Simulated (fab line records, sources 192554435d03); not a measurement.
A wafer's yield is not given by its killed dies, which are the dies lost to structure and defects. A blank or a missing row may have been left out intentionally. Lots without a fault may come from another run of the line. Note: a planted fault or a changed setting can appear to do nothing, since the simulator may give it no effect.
Matching of chambers / flow n5_finfet / pecvd-04 running N5_BEOL_M9_PECVD_70: 3 sister chambers
The step deposits SiO2 from TEOS/O2, target thk 20 nm, time 22.7 s. 3 wafers are shown with their chamber, then 7 later ones without.

WAFERS WITH THEIR CHAMBER
wafer=L506.2; chamber=2; showerhead_plenum_p_Torr (Torr)=8.75
wafer=L507.2; chamber=0; showerhead_plenum_p_Torr (Torr)=8.75
wafer=L513.5; chamber=1; showerhead_plenum_p_Torr (Torr)=8.83

WAFERS MISSING THEIR CHAMBER
wafer=L513.6; showerhead_plenum_p_Torr (Torr)=8.74
wafer=L512.1; showerhead_plenum_p_Torr (Torr)=8.74
wafer=L512.3; showerhead_plenum_p_Torr (Torr)=8.74
wafer=L512.5; showerhead_plenum_p_Torr (Torr)=8.75
wafer=L519.2; showerhead_plenum_p_Torr (Torr)=8.74
wafer=L519.4; showerhead_plenum_p_Torr (Torr)=8.73
wafer=L519.6; showerhead_plenum_p_Torr (Torr)=8.74

THE CHAMBER EACH PASSED THROUGH
wafer=L513.6; from the rows above=can't be placed: 0 or 2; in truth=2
wafer=L512.1; from the rows above=can't be placed: 0 or 2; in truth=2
wafer=L512.3; from the rows above=can't be placed: 0 or 2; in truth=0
wafer=L512.5; from the rows above=can't be placed: 0 or 2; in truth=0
wafer=L519.2; from the rows above=can't be placed: 0 or 2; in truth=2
wafer=L519.4; from the rows above=can't be placed: 0 or 2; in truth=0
wafer=L519.6; from the rows above=can't be placed: 0 or 2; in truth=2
Correctly placed: 0 of 7. From these rows, 7 cannot be placed; in 7 the true chamber is one of the candidates. Wrongly placed: 0.
How it was worked out, from the rows above alone: a wafer's distance from a chamber is the root of the sum, over the readings, of the square of ((its reading less the chamber's mean) divided by the reading's scatter). If the next closest chamber is less than 2 further off than the closest, the wafer can't be placed; otherwise it belongs to the closest. The mean given for a chamber averages the wafers shown for that chamber. The scatter: root of mean squared gap, hidden wafer to nearest shown wafer, with one shown wafer a chamber.
